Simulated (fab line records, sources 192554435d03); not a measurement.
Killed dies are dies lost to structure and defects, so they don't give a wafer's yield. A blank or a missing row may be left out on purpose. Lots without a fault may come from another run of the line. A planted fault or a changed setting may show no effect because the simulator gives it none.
fab line records | flow n5_finfet
record lots=4 wafers=12 last_day=17
route steps=1938 shown BEOL_M2@868 PASSIVATION@1936
lots that met no fault: from a run of the same line without faults
start_h: hours from the record's first day to the start of the lot's first wafer shown | wait_h: hours since the lot's step before | " the same as in the row above | L1.1+2: a row that stands for several wafers | - no value, or no start given | * or withheld: withheld | < > ~ a bound
route shown NAME@n: a module of which the file shows steps, and the number in the route of the first | usual: mean/standard deviation of fault-free wafers | same: alike in all rows | chamber/n: place in a boat | sites: the reading at each site | _std_site: their standard deviation | _edge_site: outer sites' mean less inner sites' | radius_mm: how far each site lies from the wafer's centre | mask NAME#n: copy n | behind: the tool/chamber that last shaped the wafer | hold: why the lot was held/for how many hours/how that ended | device: the transistor (n, p or np) that didn't switch | end of line: the same wafers' tests at the end of the route | a step without rows: its recipe alone | killed: dies lost to structure and defects at the first sort, not the wafer's yield | map: a wafer's dies, x killed, . not, _ none there
set.NAME: the setting as run; set.NAME@STEP: as run at that earlier step | model.NAME: the simulator's own value behind a step, which no gauge read
lots at some steps of the route; a table a step, a row a wafer
services: from which hour (start_h, from the record's first day; less than 0 if before it) a tool's chamber was out of use, for how many hours, and why
## steps
# step N5_BEOL_M2_COAT_68
# recipe resist=SiARC temp_c=220 time_s=60 spin_rpm=1500 resist_thk_nm=12
# step N5_BEOL_M2_COAT_76
# recipe resist=underlayer temp_c=205 time_s=60 spin_rpm=1500 resist_thk_nm=5
# step N5_BEOL_M2_COAT_22
# recipe resist=CAR-EUV spin_rpm=1500 resist_thk_nm=30
# step N5_BEOL_M2_EBR_24
# recipe solvent=PGMEA ebr_width_mm=1.5
# step N5_BEOL_M2_SOFTBAKE_23
# recipe temp_c=110 time_s=60 resist=CAR-EUV
# step N5_BEOL_M2_EXPOSE_25
# recipe mask_id=V1 na=0.33 source_shape=quasar sigma_inner=0.2 sigma_outer=0.8 polarization=unpolarized defocus_nm=5 dose_mj=63
# step N5_BEOL_M2_PEB_26
# recipe peb_temp_c=100 peb_time_s=60 resist=CAR-EUV
# step N5_BEOL_M2_DEVELOP_27
# recipe develop_time_s=30 developer=TMAH resist=CAR-EUV rinse_liquid=surfactant_rinse dry=air_spin dev_temp_c=23
# step N5_BEOL_M2_DESCUM_33
# recipe chemistry=O2 time_s=7 source_power_w=50 bias_power_w=20 pressure_mtorr=20 rf_frequency_hz=2.712e+07 temp_c=40 resist=CAR-EUV o2_flow_sccm=225
# step N5_BEOL_M2_ETCH_77
# recipe chemistry=N2/H2 target=underlayer target_depth_a=65 mask_material=CAR-EUV time_s=5.2 ion_energy_ev=200 pressure_mtorr=30 source_w=840 bias_w=150 n2_flow_sccm=200 h2_flow_sccm=200 ends=cleared
# usual drypump_motor_current_A=5.8/0.4 etch_rf_on_time_s=5.19/0.15 oes_product_au=0.70/0.083 rf_vpp_V=524.6/2.4 showerhead_plenum_p_Torr=2.57/0.072 throttle_valve_pct=17.82/0.28
# columns lot.wafer tool chamber start_h wait_h drypump_motor_current_A etch_rf_on_time_s oes_product_au rf_hours_counter_h rf_vpp_V showerhead_plenum_p_Torr throttle_valve_pct
L613.1 rie_diel-05 0 159.61 0.0 5.4 5.44 0.78 7 522.5 2.52 17.86
L613.5 " 1 " " 6.1 5.01 0.77 - 525.0 2.59 17.45
L613.6 " 0 " " 5.4 5.43 0.78 - 522.5 2.52 17.91
L618.1 rie_diel-05 3 174.88 0.0 6.1 5.20 0.59 232 522.8 2.52 18.22
L618.4 " 2 " " 5.7 5.14 0.66 122 526.4 2.68 18.00
L618.6 " 2 " " 5.7 5.17 0.66 - 527.3 2.68 18.03
L626.1 rie_diel-06 3 231.68 0.0 5.7 5.13 0.74 40 524.8 2.60 17.55
L626.3 " 2 " " 6.4 5.28 0.77 33 525.0 2.57 17.47
L626.5 " 2 " " 6.4 5.25 0.77 - 525.4 2.58 17.48
L627.2 rie_diel-06 1 234.11 0.0 6.5 4.93 0.81 20 524.6 2.58 17.37
L627.4 " 2 " " 6.4 5.18 0.77 33 525.6 2.57 17.46
L627.6 " 3 " " 5.7 5.11 0.73 - 526.3 2.60 17.56
# step N5_BEOL_M2_ETCH_69
# recipe chemistry=CF4 target=SiARC target_depth_a=156 mask_material=CAR-EUV time_s=26 ion_energy_ev=80 pressure_mtorr=40 source_w=545 bias_w=36 Ar_flow_sccm=100 cf4_flow_sccm=100 ends=cleared
# step N5_BEOL_M2_ALD_98
# recipe material=SiO2 target_thk_a=25 temp_c=100 ald_precursor_family=BDEAS ald_co_reactant=O2-plasma pulse_time_s=1 co_reactant_pulse_time_s=1 purge_time_s=2 co_reactant_purge_time_s=2 ald_cycles=17 pressure_torr=2
# step N5_BEOL_M2_ETCHBACK_99
# recipe chemistry=CHF3 target=SiO2 target_depth_a=50 time_s=10.4 source_w=215 bias_w=47 Ar_flow_sccm=200 CHF3_flow_sccm=12 ion_energy_ev=100 pressure_mtorr=30
# step N5_BEOL_M2_ETCH_70
# recipe chemistry=N2/H2 target=SOC target_depth_a=800 overetch_a=240 mask_material=SiARC temp_c=40 time_s=130 ion_energy_ev=200 pressure_mtorr=30 source_w=840 bias_w=150 n2_flow_sccm=200 h2_flow_sccm=200
# step N5_BEOL_M2_STRIP_71
# recipe chemistry=N2/H2 temp_c=40 n2_flow_sccm=200 h2_flow_sccm=200 rf_frequency_hz=6e+07
# step N5_BEOL_M2_STRIP_78
# recipe chemistry=N2/H2 temp_c=40 n2_flow_sccm=200 h2_flow_sccm=200 rf_frequency_hz=6e+07
# step N5_BEOL_M2_VIA_ETCH_34
# recipe chemistry=C4F6/O2 target_depth_a=694 mask_material=SOC pressure_mtorr=15 ion_energy_ev=250 taper_deg=4 time_s=65.9 source_w=350 bias_w=170 Ar_flow_sccm=300 C4F6_flow_sccm=10 O2_flow_sccm=10
# step N5_BEOL_M2_STRIP_83
# recipe chemistry=C4F6/O2 resist=SiARC rf_frequency_hz=6e+07
# step N5_BEOL_M2_STRIP_36
# recipe chemistry=N2/H2 power_w=450 temp_c=40 pressure_mtorr=20 rf_frequency_hz=6e+07 overash_fraction=0.3 bias_power_w=7 h2_frac=0.5 n2_flow_sccm=200 h2_flow_sccm=200
# step N5_BEOL_M2_TRENCH_ETCH_37
# recipe chemistry=C4F6/O2 target_depth_a=555.55 target=SiOC time_s=29.2 ion_energy_ev=250 pressure_mtorr=30 source_w=355 bias_w=185 Ar_flow_sccm=300 C4F6_flow_sccm=10 O2_flow_sccm=10
# step N5_BEOL_M2_ETCH_41
# recipe chemistry=CH3F/O2 target=SiCN target_depth_a=299 taper_deg=2 time_s=52.5 ion_energy_ev=120 mask_material=TiN pressure_mtorr=30 source_w=395 bias_w=75 Ar_flow_sccm=150 CH3F_flow_sccm=30 O2_flow_sccm=20
# step N5_BEOL_M2_STRIP_97
# recipe chemistry=N2/H2 time_s=10 power_w=450 temp_c=40 pressure_mtorr=20 rf_frequency_hz=6e+07 bias_power_w=7 n2_flow_sccm=200 h2_flow_sccm=200
# step N5_BEOL_M2_HM_STRIP_39
# recipe chemistry=peroxide_tin_strip material=TiN target_depth_a=250 temp_c=50 time_s=158
# step N5_BEOL_M2_SRD_40
# recipe time_s=30 temp_c=23 rinse_liquid=diw dry=ipa_marangoni
# step N5_BEOL_M2_PRECLEAN_42
# recipe chemistry=residue_remover time_s=60 temp_c=40
# step N5_BEOL_M2_SRD_43
# recipe time_s=30 temp_c=23 rinse_liquid=diw dry=ipa_marangoni
# step N5_BEOL_M2_DEGAS_44
# recipe ambient=vacuum temp_c=250 time_s=60
# step N5_BEOL_M2_PRE_CLEAN_45
# recipe gas=H2/He time_s=30 temp_c=250
# step N5_BEOL_M2_ALD_84
# recipe material=TaN target_thk_a=* temp_c=275 ald_precursor_family=PDMAT ald_co_reactant=NH3 pressure_torr=3 carrier_flow_sccm=1500 pulse_time_s=2 purge_time_s=3 co_reactant_purge_time_s=2 co_reactant_pulse_time_s=3 ald_cycles=30 precursor_vessel_temp_c=75 precursor_vessel_pressure_torr=26.25 precursor_vessel_carrier_sccm=1000
# step N5_BEOL_M2_SURFACE_TREAT_85
# recipe gas=Ar time_s=* ion_energy_ev=* ion_current_ma_cm2=0.5 pressure_mtorr=* ar_flow_sccm=30
# step N5_BEOL_M2_CVD_47
# recipe material=Co target_thk_a=30 temp_c=withheld precursor=CCTBA/H2 pressure_torr=30 time_s=223.8
# step N5_BEOL_M2_SPUTTER_48
# recipe material=Cu target_thk_a=45 temp_c=-20 chamber_pressure_pa=0.07 power_w=withheld time_s=8.29
# step N5_BEOL_M2_ANNEAL_49
# recipe temp_c=400 time_s=240 ambient=vacuum
# step N5_BEOL_M2_SPUTTER_79
# recipe material=Cu target_thk_a=45 temp_c=-20 chamber_pressure_pa=0.07 power_w=withheld time_s=8.29
# step N5_BEOL_M2_ANNEAL_80
# recipe temp_c=400 time_s=240 ambient=vacuum
# step N5_BEOL_M2_SPUTTER_81
# recipe material=Cu target_thk_a=45 temp_c=-20 chamber_pressure_pa=0.07 power_w=withheld time_s=8.29
# step N5_BEOL_M2_ANNEAL_82
# recipe temp_c=400 time_s=240 ambient=vacuum
# step N5_PASSIVATION_PROBE_49
# usual defect_limited_yield=91.1/1.3 killed_at_M0_to_M3=32/9.7 killed_at_M4_up=16/6 killed_at_contacts=12/5.9 killed_at_front_end=41/11 killed_at_other=4/3.1 killed_dies=104/16 killed_on_rim=14/4 killed_open=68/12 killed_short=34/7.4 sort_bin_5_function=5.1/0.85 sort_bin_6_memory=3.3/0.66 sort_n_pass=1075/16 sort_yield_pct=91.1/1.4
# same gross_dies=1180 killed_at_back_side=0 sort_bin_4_leakage[%]=0 sort_bin_8_speed[%]=0
# columns lot.wafer tool chamber start_h wait_h defect_limited_yield[%] killed_at_M0_to_M3 killed_at_M4_up killed_at_contacts killed_at_front_end killed_at_other killed_dies killed_on_rim killed_open killed_short sort_bin_5_function[%] sort_bin_6_memory[%] sort_n_pass sort_yield_pct[%]
L613.1 prober-01 - 309.94 0.0 90.8 35 11 11 48 4 109 17 71 34 5.4 3.6 1071 90.8
L613.5 prober-01 - 310.14 0.2 90.8 31 22 7 47 1 108 15 70 35 6.0 2.8 1072 90.8
L613.6 prober-01 - 310.19 0.3 88.4 35 16 15 66 5 137 24 86 46 6.6 4.7 1043 88.4
L627.2 prober-02 - 394.70 0.1 84.7 115 15 10 39 1 180 31 72 25 9.3 4.1 1000 84.7
L627.4 prober-02 - 394.80 0.2 86.6 104 5 19 29 1 158 24 55 32 9.1 2.7 1022 86.6
L627.6 prober-02 - 394.90 0.3 84.6 119 18 12 31 2 182 18 56 17 9.9 3.9 998 84.6
L626.1 prober-02 - 398.95 0.0 81.2 151 12 16 41 2 222 16 77 38 11.6 5.4 958 81.2
L626.3 prober-02 - 399.05 0.1 85.8 106 16 5 36 5 168 32 64 36 9.0 3.7 1012 85.8
L626.5 prober-02 - 399.15 0.2 84.6 116 13 5 44 4 182 35 83 31 9.7 4.2 998 84.6
# killed by level:class
L613.1 FIN_SAQP:geometric_particle:open=21 FIN_SAQP:geometric_particle:short=9 MOL_CONTACT_COAG:geometric_particle:open=9 BEOL_M0_SAQP:geometric_particle:open=7 BEOL_M0_SAQP:geometric_particle:short=7 BEOL_M0:geometric_particle:open=6 STI_FIN_REVEAL:geometric_particle:open=5 BEOL_M1:geometric_particle:short=5
L613.5 FIN_SAQP:geometric_particle:open=14 BEOL_M4:geometric_particle:open=12 FIN_SAQP:geometric_particle:short=10 BEOL_M0_SAQP:geometric_particle:short=10 STI_FIN_REVEAL:geometric_particle:open=7 MOL_CONTACT_COAG:geometric_particle:open=6 BEOL_M3:geometric_particle:open=6 BEOL_M0_SAQP:geometric_particle:open=5
L613.6 FIN_SAQP:geometric_particle:open=27 FIN_SAQP:geometric_particle:short=14 MOL_CONTACT_COAG:geometric_particle:open=11 BEOL_M2:geometric_particle:open=8 BEOL_M4:geometric_particle:open=8 GATE_CUT:geometric_particle:short=6 BEOL_M0_SAQP:geometric_particle:open=6 BEOL_M0_SAQP:geometric_particle:short=5
L627.2 BEOL_M2:unspecified=82 STI_FIN_REVEAL:geometric_particle:open=12 FIN_SAQP:geometric_particle:open=10 MOL_CONTACT_COAG:geometric_particle:open=10 BEOL_M0_SAQP:geometric_particle:open=8 BEOL_M0:geometric_particle:open=7 BEOL_M0_SAQP:geometric_particle:short=6 BEOL_M4:geometric_particle:open=5
L627.4 BEOL_M2:unspecified=69 MOL_CONTACT_COAG:geometric_particle:open=16 BEOL_M0_SAQP:geometric_particle:open=8 GATE_CUT:geometric_particle:short=6 BEOL_M2:geometric_particle:open=5 BEOL_M3:geometric_particle:open=5 FIN_SAQP:geometric_particle:open=4 STI_FIN_REVEAL:geometric_particle:open=4
L627.6 BEOL_M2:unspecified=107 STI_FIN_REVEAL:geometric_particle:open=12 MOL_CONTACT_COAG:geometric_particle:open=10 BEOL_M4:geometric_particle:open=9 BEOL_M0_SAQP:geometric_particle:short=6 DUMMY_GATE:geometric_particle:open=5 BEOL_M2:geometric_particle:open=5 FIN_SAQP:geometric_particle:open=4
L626.1 BEOL_M2:unspecified=107 FIN_SAQP:geometric_particle:open=16 MOL_CONTACT_COAG:geometric_particle:open=12 BEOL_M0_SAQP:geometric_particle:open=12 BEOL_M2:geometric_particle:open=11 BEOL_M0_SAQP:geometric_particle:short=10 FIN_SAQP:geometric_particle:short=9 BEOL_M4:geometric_particle:open=8
L626.3 BEOL_M2:unspecified=67 BEOL_M2:geometric_particle:open=11 FIN_SAQP:geometric_particle:short=10 FIN_SAQP:geometric_particle:open=10 BEOL_M0_SAQP:geometric_particle:open=8 BEOL_M0_SAQP:geometric_particle:short=7 STARTING-WAFER:geometric_particle:short=5 GATE_CUT:geometric_particle:short=4
L626.5 BEOL_M2:unspecified=68 BEOL_M2:geometric_particle:open=15 FIN_SAQP:geometric_particle:open=12 BEOL_M0_SAQP:geometric_particle:open=12 DUMMY_GATE:geometric_particle:open=7 BEOL_M4:geometric_particle:open=7 BEOL_M0_SAQP:geometric_particle:short=7 BEOL_M3:geometric_particle:open=7
# map L626.1 (x killed, . not)
_________________x...x.x.....________________
______________.......x.........._____________
___________....x...................__________
__________.........................._________
________.................xx....x..x..._______
_______.....x..x..............x........______
______..x.........x.x...............x..x_____
_____......x.....................x.xxx.x.____
____...............x..xx...x....x...xx....___
___...................x..x..............x..__
___x......x......................x.........__
__.................x...........x............_
__....................x....................._
_..................x....................xx...
_............x......x...x..x...........x...x.
_......x.....x...x................x..x.......
_.....x......x.....x........x....x...x.......
_........x........................x..........
_...........x.....x....x.....xx.....x.....x..
_..x...xxx........x.............x............
_..............x............xxxx.xx........x.
__xx.x...x....x..........xxxxx.xxx.x........_
__..x..x..xx..................xxxxx......x.._
___.x..............x.....xxxxxxxxxxxx......__
___...x....x..x..xx...xx..xxxxxxxxxxxx.xx..__
____............x........xxxxxxxxxxxxx....___
_____..................xxxxxxxxxxxxxxxxx.____
______...................xxxxxxxxxxxx..x_____
_______x............x....x.xxxxxxxxx.xx______
________.......x..x.......x.xxxxxx...._______
__________...........x....x..xx.xx.._________
___________............x....xxx....__________
______________x.x..x..........x._____________
_________________............________________
# map L627.6 (x killed, . not)
_________________............________________
______________................x._____________
___________.......x......x.........__________
__________.x......x..............x.._________
________.x..............x.x..........._______
_______............x......x............______
______.........x................x......x_____
_____....x.x..............x..............____
____.....x...x......x........x..x.........___
___.......x......x......................x..__
___.........x.........x....................__
__.......x.......................x.........._
__.....................x..x................._
_................................xx.........x
_...................x.x......x..xx.........x.
_............................................
_...................................x......x.
_.....x......x.............x...........x.....
_.....................x......................
_..................x.............x........x..
_...................xxx..xx..x.x.............
__..x......x...............x..xx............_
__.........x........x.......x.xxxxx.x......._
___.......................xxxxxxxxxxx......__
___....................x..xxxxxxxxxx..x....__
____..........x........xxxxxxxxxxxxxx.x...___
_____..................x.xxxxxxxxxxxxxx..____
______.x...x...........x.xxxxxxxxxxxx.x._____
_______............xx....xxxxxxxxxxxxx.______
________..................xxxxxxxx.xxx_______
__________...x..x....x.......xx...x._________
___________...x...........x.xx.xx..__________
______________...............xx._____________
_________________..x.........________________
## services
# columns tool chamber start_h hours kind
rie_diel-06 1 163.37 - clean
rie_diel-06 1 163.37 - consumable_replace:focus_ring
rie_diel-06 1 163.37 11.2 scheduled_down
rie_diel-06 1 163.37 11.2 vent_cycle
rie_diel-05 0 167.07 5.0 repair
rie_diel-05 1 183.42 12.0 repair
rie_diel-05 - 205.16 0.7 repair
rie_diel-05 - 218.37 0.1 repair
## key
first_sign step=N5_PASSIVATION_PROBE_49 reading=killed_at_M0_to_M3 direction=up sigmas=8.9 usual=32 struck=118
effect step=N5_PASSIVATION_PROBE_49 reading=defect_limited_yield direction=down sigmas=4.9 usual=91.1 struck=84.6
more_kills_born_at N5_BEOL_M2_ETCH_77@rie_diel-06=500
met_at N5_BEOL_M2_ETCH_77
struck_wafers L626.1,L626.3,L626.5,L627.2,L627.4,L627.6
also_fits time
fault kind=chamber_particle_source tool=rie_diel-06 chamber=- onset_h=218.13 steps=N5_BEOL_M2_ETCH_77 rate_per_visit_cm2=0.53792 end_h=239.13
